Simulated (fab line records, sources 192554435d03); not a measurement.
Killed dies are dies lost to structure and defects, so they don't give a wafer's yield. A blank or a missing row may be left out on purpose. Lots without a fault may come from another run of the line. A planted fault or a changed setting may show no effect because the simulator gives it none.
fab line records | flow n5_finfet
record lots=10 wafers=29 last_day=18
route steps=1938 shown MOL_CONTACT_COAG@617 BEOL_M0_SAQP@633 BEOL_M4@1111 PASSIVATION@1936
lots that met no fault: from a run of the same line without faults
start_h: hours from the record's first day to the start of the lot's first wafer shown | wait_h: hours since the lot's step before | " the same as in the row above | L1.1+2: a row that stands for several wafers | - no value, or no start given | * or withheld: withheld | < > ~ a bound
route shown NAME@n: a module of which the file shows steps, and the number in the route of the first | usual: mean/standard deviation of fault-free wafers | same: alike in all rows | chamber/n: place in a boat | sites: the reading at each site | _std_site: their standard deviation | _edge_site: outer sites' mean less inner sites' | radius_mm: how far each site lies from the wafer's centre | mask NAME#n: copy n | behind: the tool/chamber that last shaped the wafer | hold: why the lot was held/for how many hours/how that ended | device: the transistor (n, p or np) that didn't switch | end of line: the same wafers' tests at the end of the route | a step without rows: its recipe alone | killed: dies lost to structure and defects at the first sort, not the wafer's yield | map: a wafer's dies, x killed, . not, _ none there
set.NAME: the setting as run; set.NAME@STEP: as run at that earlier step | model.NAME: the simulator's own value behind a step, which no gauge read
steps of the route over a sample of lots; a table a step, a row a wafer
services: from which hour (start_h, from the record's first day; less than 0 if before it) a tool's chamber was out of use, for how many hours, and why
## steps
# step N5_MOL_CONTACT_COAG_ETCH_48
# recipe chemistry=C4F6/O2 target_depth_a=150 overetch_a=45 mask_material=SOC target=SiOC bias_w=465 pressure_mtorr=10 time_s=17 source_w=335 Ar_flow_sccm=300 C4F6_flow_sccm=10 O2_flow_sccm=10 ion_energy_ev=576
# usual drypump_motor_current_A=6.0/0.46 mfc_ar_sccm=299.9/0.9 oes_product_au=0.64/0.071 rf_fwd_power_W=332.3/1.3 rf_vpp_V=1581/31 showerhead_plenum_p_Torr=2.84/0.096 throttle_valve_pct=40.6/0.56
# columns lot.wafer tool chamber start_h wait_h drypump_motor_current_A mfc_ar_sccm oes_product_au rf_fwd_power_W rf_hours_counter_h rf_vpp_V showerhead_plenum_p_Torr throttle_valve_pct
L434.2 rie_diel-02 0 126.46 0.0 5.8 301.1 0.58 333.1 160 1567 2.69 39.7
L434.6 " 0 " " 5.8 301.2 0.57 332.6 - 1570 2.69 39.7
L436.1 rie_diel-02 2 134.19 0.0 5.9 299.9 0.53 332.8 222 1587 2.84 40.9
L436.5 " 2 " " 5.9 300.2 0.58 332.1 - 1587 2.84 40.9
L436.6 " 3 " " 6.8 299.5 0.57 333.2 - 1638 2.81 41.2
L438.1 rie_diel-04 1 141.94 0.0 5.9 300.8 0.59 333.3 238 1598 2.92 40.4
L438.2 " 0 " " 5.9 300.0 0.71 332.8 23 1583 2.97 40.3
L438.4 " 2 " " 6.0 301.1 0.72 332.9 58 1567 2.98 40.5
L440.1 rie_diel-02 3 157.25 0.0 6.8 301.5 0.63 330.7 229 1638 2.80 41.3
L440.5 " 2 " " 5.8 300.0 0.55 331.3 - 1587 2.84 40.9
L440.6 " 3 " " 6.8 301.1 0.63 330.1 - 1637 2.80 41.3
L441.3 rie_diel-04 2 165.51 0.0 6.0 298.4 0.68 330.4 70 1567 2.98 40.5
L441.4 " 0 " " 5.9 301.0 0.78 332.0 33 1584 2.96 40.4
L441.6 " 3 " " 5.8 300.7 0.58 333.5 - 1542 2.69 40.1
L442.1 rie_diel-04 2 168.68 0.0 6.0 299.6 0.70 333.6 72 1566 2.98 40.5
L442.3 " 0 " " 5.9 299.5 0.70 332.3 35 1584 2.96 40.4
L442.5 " 0 " " 5.9 297.9 0.77 331.7 - 1583 2.96 40.4
L447.3 rie_diel-02 2 198.51 0.0 5.8 300.3 0.58 333.4 244 1587 2.83 40.9
L447.4 " 0 " " 5.8 300.9 0.57 332.5 185 1568 2.68 39.7
L447.6 " 2 " " 5.8 301.3 0.53 334.3 - 1587 2.83 40.9
L448.2 rie_diel-04 0 202.16 0.0 5.9 299.4 0.71 332.4 51 1584 2.95 40.4
L448.3 " 1 " " 5.8 300.7 0.80 333.4 6 1598 2.91 40.4
L448.5 " 2 " " 6.0 300.5 0.71 331.5 - 1565 2.97 40.5
L453.4 rie_diel-02 1 235.76 0.0 6.3 300.6 0.63 332.8 - 1524 2.90 41.4
L453.5 " 2 " " 5.8 300.9 0.78 333.9 - 1586 2.83 41.1
L453.6 " 0 " " 5.8 300.6 0.61 331.9 - 1566 2.67 39.7
L454.2 rie_diel-04 2 241.01 0.0 6.0 301.0 0.69 334.3 99 1565 2.96 40.5
L454.3 " 1 " " 5.9 301.0 0.66 333.2 17 1597 2.91 40.4
L454.6 " 1 " " 5.8 300.2 0.68 333.0 - 1598 2.91 40.4
# step N5_MOL_CONTACT_COAG_CVD_140
# recipe material=W target_thk_a=665 mode=selective_fill temp_c=300 time_s=215
# usual heater_power_w=482/55 susceptor_temp_C=300.00/0.19
# columns lot.wafer tool chamber start_h wait_h heater_power_w susceptor_temp_C
L434.2 cvd_w-02 0 126.91 0.1 424 299.82
L434.6 " 1 " " 558 299.80
L436.1 cvd_w-01 0 134.60 0.1 514 299.92
L436.5 " 0 " " 525 300.01
L436.6 " 1 " " 433 300.09
L438.1 cvd_w-02 0 142.35 0.1 433 300.04
L438.2 " 1 " " 552 300.02
L438.4 " 1 " " 546 300.13
L440.1 cvd_w-02 1 157.70 0.1 550 300.12
L440.5 " 0 " " 434 299.88
L440.6 " 1 " " 553 299.99
L441.3 cvd_w-02 1 166.00 0.1 558 299.88
L441.4 " 0 " " 425 299.78
L441.6 " 0 " " 417 300.08
L442.1 cvd_w-02 0 169.09 0.1 414 299.51
L442.3 " 0 " " 424 300.13
L442.5 " 1 " " 549 300.06
L447.3 cvd_w-01 0 199.01 0.1 525 299.97
L447.4 " 1 " " 434 299.86
L447.6 " 0 " " 526 300.02
L448.2 cvd_w-01 1 202.64 0.1 420 300.03
L448.3 " 1 " " 430 300.11
L448.5 " 1 " " 426 299.94
L453.4 cvd_w-01 1 236.27 0.1 437 299.97
L453.5 " 0 " " 535 299.98
L453.6 " 1 " " 422 300.36
L454.2 cvd_w-01 1 241.43 0.1 427 300.20
L454.3 " 0 " " 518 299.95
L454.6 " 0 " " 526 300.01
# step N5_BEOL_M0_SAQP_ILD_DEP_01
# recipe material=SiOC target_thk_a=454.19 temp_c=350 precursor=DEMS/O2 pressure_torr=5 rf_w=500 time_s=8.7
# usual chamber_pressure_Torr=5.001/0.011 heater_power_outer_w=259/51 heater_power_w=495/71 rf_fwd_power_W=493.9/1.9 showerhead_plenum_p_Torr=5.698/0.016 susceptor_temp_C=350.02/0.2 throttle_valve_pct=11.9/0.62
# columns lot.wafer tool chamber start_h wait_h chamber_pressure_Torr heater_power_outer_w heater_power_w rf_fwd_power_W showerhead_plenum_p_Torr susceptor_temp_C throttle_valve_pct
L434.2 pecvd-02 2 133.52 0.0 4.998 371 607 492.5 5.676 349.99 11.4
L434.6 " 1 " " 5.009 245 481 493.8 5.715 349.83 11.6
L436.1 pecvd-04 2 138.63 0.0 5.015 321 603 493.7 5.697 349.91 10.7
L436.5 " 1 " " 5.012 229 444 496.2 5.675 350.12 12.3
L436.6 " 2 " " 5.010 325 600 491.6 5.689 350.02 10.7
L438.1 pecvd-02 2 146.37 0.0 4.984 318 547 489.9 5.681 349.83 11.3
L438.2 " 1 " " 5.006 215 434 495.4 5.696 349.94 11.9
L438.4 " 1 " " 5.016 212 445 495.1 5.703 349.76 12.0
L440.1 pecvd-04 0 161.73 0.0 4.992 310 620 490.5 5.691 349.88 12.1
L440.5 " 0 " " 4.987 311 628 488.8 5.690 349.88 12.3
L440.6 " 2 " " 5.018 264 544 494.3 5.686 350.10 10.7
L441.3 pecvd-03 2 169.95 0.0 5.001 172 372 496.4 5.719 349.89 12.3
L441.4 " 1 " " 5.005 280 536 493.3 5.697 349.78 12.8
L441.6 " 2 " " 4.994 185 370 496.2 5.712 349.93 12.2
L442.1 pecvd-03 1 173.13 0.0 5.001 274 528 494.7 5.684 350.24 12.9
L442.3 " 0 " " 4.995 215 449 491.9 5.734 350.33 11.6
L442.5 " 2 " " 4.985 216 419 495.4 5.697 349.64 11.9
L447.3 pecvd-04 1 202.96 0.0 - - - - - - -
L447.4 " 2 " " - - - - - - -
L447.6 " 0 " " - - - - - - -
L448.2 pecvd-02 1 206.77 0.0 - - - - - - -
L448.3 " 0 " " - - - - - - -
L448.5 " 1 " " - - - - - - -
L453.4 pecvd-03 1 240.34 0.0 4.990 270 502 496.6 5.690 350.18 12.9
L453.5 " 2 " " 4.994 194 401 493.6 5.694 350.07 10.9
L453.6 " 0 " " 5.010 267 479 492.7 5.735 350.19 11.1
L454.2 pecvd-02 2 245.46 0.0 5.009 300 511 491.1 5.685 350.10 11.5
L454.3 " 1 " " 5.035 211 440 494.2 5.703 349.89 11.7
L454.6 " 2 " " 4.992 308 533 494.0 5.684 349.96 11.5
# step N5_BEOL_M4_RC_MEAS_101
# usual DIBL_N=37.2/2.5 DIBL_P=38/3 IOFF_N=0.17/0.044 IOFF_P=0.24/0.059 ION_N=667/13 ION_P=461/7.9 SS_N=71.8/0.86 SS_P=73.6/0.92 VT_N=250/4.1 VT_P=-249/3.9
# columns lot.wafer tool chamber start_h wait_h DIBL_N[mV/V] DIBL_P[mV/V] IOFF_N[nA/um] IOFF_P[nA/um] ION_N[uA/um] ION_P[uA/um] SS_N[mV/dec] SS_P[mV/dec] VT_N[mV] VT_P[mV]
L438.1 prober-02 0 207.55 0.0 37.6 37 0.18 0.23 676 461 71.5 73.5 248 -251
L438.2 " 0 " " 36.2 36 0.15 0.22 660 458 71.5 73.6 253 -250
L438.4 " 0 " " 38.3 38 0.20 0.26 675 473 71.7 73.7 246 -249
L434.2 prober-01 0 211.06 0.2 35.1 35 0.12 0.19 652 454 72.0 72.7 254 -250
L434.6 " 0 " " 40.2 42 0.23 0.34 677 461 73.0 75.4 245 -245
L436.1 prober-01 0 212.72 0.0 38.4 38 0.17 0.24 684 465 71.6 74.1 251 -251
L436.5 " 0 " " 37.4 38 0.16 0.23 667 460 72.3 73.9 254 -250
L436.6 " 0 " " 39.7 40 0.20 0.29 682 475 72.5 74.6 248 -246
L440.1 prober-02 0 222.51 0.0 38.5 41 0.19 0.27 672 464 72.4 74.5 252 -248
L440.5 " 0 " " 37.0 38 0.17 0.23 666 463 71.6 73.1 249 -248
L440.6 " 0 " " 39.3 41 0.20 0.28 677 466 72.4 74.2 250 -246
L441.3 prober-01 0 233.36 0.3 38.9 40 0.23 0.27 681 462 73.0 74.5 246 -250
L441.4 " 0 " " 35.6 37 0.16 0.22 665 454 72.6 73.7 251 -251
L441.6 " 0 " " 34.8 35 0.14 0.18 657 449 71.6 72.8 254 -253
L442.1 prober-02 0 242.56 0.0 38.9 40 0.21 0.27 679 464 72.4 74.0 248 -246
L442.3 " 0 " " 36.1 38 0.15 0.23 646 446 71.6 74.0 252 -253
L442.5 " 0 " " 36.7 39 0.16 0.23 671 465 71.4 73.3 250 -249
L454.2 prober-02 0 314.24 0.2 32.1 33 0.11 0.15 655 449 70.3 71.7 254 -254
L454.3 " 0 " " 32.5 32 0.11 0.15 664 453 70.4 72.1 255 -256
L454.6 " 0 " " 34.2 36 0.14 0.19 672 465 70.5 72.6 252 -251
L453.4 prober-01 0 315.86 0.5 39.9 38 0.18 0.24 658 458 72.5 72.9 251 -249
L453.5 " 0 " " 39.3 38 0.16 0.25 663 462 72.0 73.2 253 -246
L453.6 " 0 " " 35.9 33 0.12 0.19 657 451 71.3 71.8 257 -251
# step N5_PASSIVATION_PROBE_49
# usual defect_limited_yield=91.5/1.4 killed_at_M0_to_M3=32/11 killed_at_M4_up=12/4.4 killed_at_contacts=13/6.1 killed_at_front_end=39/12 killed_at_other=3.9/3 killed_dies=100/17 killed_on_rim=13/3.9 killed_open=66/12 killed_short=33/7.4 sort_bin_5_function=5.0/0.95 sort_bin_6_memory=3.2/0.66 sort_bin_8_speed=0.0/0.33 sort_n_pass=1079/17 sort_yield_pct=91.4/1.5
# same gross_dies=1180 killed_at_back_side=0 sort_bin_4_leakage[%]=0
# columns lot.wafer tool chamber start_h wait_h defect_limited_yield[%] killed_at_M0_to_M3 killed_at_M4_up killed_at_contacts killed_at_front_end killed_at_other killed_dies killed_on_rim killed_open killed_short sort_bin_5_function[%] sort_bin_6_memory[%] sort_bin_8_speed[%] sort_n_pass sort_yield_pct[%]
L448.2 prober-02 - 378.28 0.1 0 1125 7 12 34 2 1180 152 57 31 96.9 2.7 0 0 0
L448.3 prober-02 - 378.33 0.1 0 1112 13 8 39 8 1180 152 62 36 96.1 3.7 0 0 0
L448.5 prober-02 - 378.43 0.2 0 1136 8 4 28 4 1180 152 40 30 97.7 2.2 0 0 0
L447.3 prober-01 - 392.21 0.1 0 1116 16 22 25 1 1180 152 63 20 97.2 2.7 0 0 0
L447.4 prober-01 - 392.26 0.2 0 1126 13 12 27 2 1180 152 50 22 96.9 2.7 0 0 0
L447.6 prober-01 - 392.36 0.3 0 1120 20 12 25 3 1180 152 57 27 97.0 2.9 0 0 0
# killed by level:class
L448.2 BEOL_M0_SAQP:area_dep=1092 STI_FIN_REVEAL:geometric_particle:open=12 BEOL_M2:geometric_particle:open=9 MOL_CONTACT_COAG:geometric_particle:open=8 FIN_SAQP:geometric_particle:short=6 MOL_CONTACT_COAG:geometric_particle:short=4 BEOL_M0_SAQP:geometric_particle:short=4 BEOL_M0_SAQP:geometric_particle:open=4
L448.3 BEOL_M0_SAQP:area_dep=1081 FIN_SAQP:geometric_particle:open=10 BEOL_M0_SAQP:geometric_particle:open=10 BEOL_M4:geometric_particle:open=8 GATE_CUT:geometric_particle:short=7 MOL_CONTACT_COAG:geometric_particle:open=7 BEOL_M0_SAQP:geometric_particle:short=7 FIN_SAQP:geometric_particle:short=5
L448.5 BEOL_M0_SAQP:area_dep=1110 FIN_SAQP:geometric_particle:short=6 BEOL_M3:geometric_particle:open=5 STARTING-WAFER:geometric_particle:short=5 FIN_SAQP:geometric_particle:open=4 BEOL_M0_SAQP:geometric_particle:short=4 BEOL_M2:geometric_particle:open=4 BEOL_M4:geometric_particle:open=4
L447.3 BEOL_M0_SAQP:area_dep=1097 MOL_CONTACT_COAG:geometric_particle:open=19 BEOL_M4:geometric_particle:open=13 GATE_CUT:geometric_particle:short=7 BEOL_M2:geometric_particle:open=7 STI_FIN_REVEAL:geometric_particle:open=4 MOL_CONTACT_COAG:geometric_particle:short=3 BEOL_M0_SAQP:geometric_particle:open=3
L447.4 BEOL_M0_SAQP:area_dep=1107 MOL_CONTACT_COAG:geometric_particle:open=10 FIN_SAQP:geometric_particle:open=6 BEOL_M2:geometric_particle:open=6 BEOL_M0_SAQP:geometric_particle:open=5 BEOL_M4:geometric_particle:open=5 STARTING-WAFER:geometric_particle:short=5 FIN_SAQP:geometric_particle:short=4
L447.6 BEOL_M0_SAQP:area_dep=1095 BEOL_M4:geometric_particle:open=13 MOL_CONTACT_COAG:geometric_particle:open=9 BEOL_M1:geometric_particle:open=8 DUMMY_GATE:geometric_particle:open=4 GATE_CUT:geometric_particle:open=4 GATE_CUT:geometric_particle:short=4 BEOL_M0_SAQP:geometric_particle:open=4
## services
# columns tool chamber start_h hours kind
cvd_w-01 - 102.97 2.8 pm
rie_diel-02 3 114.24 1.8 repair
pecvd-04 0 131.15 6.1 repair
rie_diel-04 - 137.64 1.0 repair
cvd_w-02 - 153.07 1.2 repair
rie_diel-02 - 158.13 14.6 pm
rie_diel-04 1 166.78 - clean
rie_diel-04 1 166.78 - consumable_replace:focus_ring
rie_diel-04 1 166.78 21.4 scheduled_down
rie_diel-04 1 166.78 21.4 vent_cycle
cvd_w-02 - 169.69 1.7 repair
rie_diel-04 3 188.31 - clean
rie_diel-04 3 188.31 - consumable_replace:focus_ring
rie_diel-04 3 188.31 - consumable_replace:showerhead
rie_diel-04 3 188.31 15.4 scheduled_down
rie_diel-04 3 188.31 15.4 vent_cycle
rie_diel-02 2 211.37 - clean
rie_diel-02 2 211.37 - consumable_replace:focus_ring
rie_diel-02 2 211.37 23.8 scheduled_down
rie_diel-02 2 211.37 23.8 vent_cycle
pecvd-03 - 227.45 0.9 repair
rie_diel-02 3 235.38 - clean
rie_diel-02 3 235.38 - consumable_replace:focus_ring
rie_diel-02 3 235.38 20.2 scheduled_down
## key
first_sign step=N5_BEOL_M0_SAQP_ILD_DEP_01 reading=tool_record direction=missing
effect step=N5_PASSIVATION_PROBE_49 reading=killed_at_M0_to_M3 direction=up sigmas=99+ usual=32 struck=1122
more_kills_born_at N5_BEOL_M0_SAQP_ILD_DEP_01@pecvd-04=3299 N5_BEOL_M0_SAQP_ILD_DEP_01@pecvd-02=3282
met_at N5_BEOL_M0_SAQP_ILD_DEP_01
struck_lots L447,L448
later_rows_left_out L447.3,L447.4,L447.6,L448.2,L448.3,L448.5
not_acting_at N5_MOL_CONTACT_COAG_ETCH_48,N5_MOL_CONTACT_COAG_CVD_140
onset_between 161.73 202.96
fault kind=skipped_step_whole tool=pecvd-02,pecvd-04 chamber=- onset_h=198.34 steps=N5_BEOL_M0_SAQP_ILD_DEP_01 scope=struck_lots_only
# later_rows_left_out: the simulator's readings of these wafers behind a module that went badly wrong aren't trusted and aren't shown, but for the sort
